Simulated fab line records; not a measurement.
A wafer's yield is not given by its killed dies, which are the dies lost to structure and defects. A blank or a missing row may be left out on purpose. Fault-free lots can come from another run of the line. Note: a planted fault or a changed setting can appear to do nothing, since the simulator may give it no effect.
Chamber matching || flow nand harc || NHARC_A_STAIRCASE_DEP_325 on pecvd-03 has 3 sister chambers
The step deposits SiO2, target thk 7200 nm. 6 wafers are shown with their chamber, then 10 later ones without.

== WAFERS PAIRED WITH THEIR CHAMBERS ==
{"wafer": "L081.3", "chamber": 0, "heater power w (W)": 781}
{"wafer": "L085.1", "chamber": 2, "heater power w (W)": 682}
{"wafer": "L085.2", "chamber": 1, "heater power w (W)": 769}
{"wafer": "L085.3", "chamber": 0, "heater power w (W)": 779}
{"wafer": "L089.1", "chamber": 2, "heater power w (W)": 797}
{"wafer": "L089.3", "chamber": 1, "heater power w (W)": 708}

== WAFERS WHOSE CHAMBER IS MISSING ==
{"wafer": "L089.5", "heater power w (W)": 643}
{"wafer": "L092.1", "heater power w (W)": 653}
{"wafer": "L092.5", "heater power w (W)": 649}
{"wafer": "L092.6", "heater power w (W)": 646}
{"wafer": "L093.1", "heater power w (W)": 661}
{"wafer": "L093.3", "heater power w (W)": 774}
{"wafer": "L093.6", "heater power w (W)": 642}
{"wafer": "L094.1", "heater power w (W)": 712}
{"wafer": "L094.3", "heater power w (W)": 792}
{"wafer": "L094.4", "heater power w (W)": 639}

== WHICH CHAMBER EACH WENT THROUGH ==
{"wafer": "L089.5", "from the rows above": "can't be placed: 1 or 2 or 0", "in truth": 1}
{"wafer": "L092.1", "from the rows above": "can't be placed: 1 or 2 or 0", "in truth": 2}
{"wafer": "L092.5", "from the rows above": "can't be placed: 1 or 2 or 0", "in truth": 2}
{"wafer": "L092.6", "from the rows above": "can't be placed: 1 or 2 or 0", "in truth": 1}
{"wafer": "L093.1", "from the rows above": "can't be placed: 1 or 2 or 0", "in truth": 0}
{"wafer": "L093.3", "from the rows above": "can't be placed: 0 or 2 or 1", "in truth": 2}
{"wafer": "L093.6", "from the rows above": "can't be placed: 1 or 2 or 0", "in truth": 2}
{"wafer": "L094.1", "from the rows above": "can't be placed: 1 or 2 or 0", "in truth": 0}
{"wafer": "L094.3", "from the rows above": "can't be placed: 0 or 2 or 1", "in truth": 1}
{"wafer": "L094.4", "from the rows above": "can't be placed: 1 or 2 or 0", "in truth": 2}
Correct placement for 0 of the 10. Cannot be placed on the basis of these rows: 10; the candidates contain the true chamber in 10. Wrongly placed: 0.
How it was worked out, from the rows above alone: a wafer's distance from a chamber is the root of the sum, over the readings, of the square of ((its reading less the chamber's mean) divided by the reading's scatter). The wafer belongs to the nearest chamber; if the next one is less than 2 further off, it can't be placed. The mean given for a chamber averages the wafers shown for that chamber. The scatter: take each reading less its chamber's mean, square it, sum over the shown wafers, divide by the number of wafers less the number of chambers, and take the root.
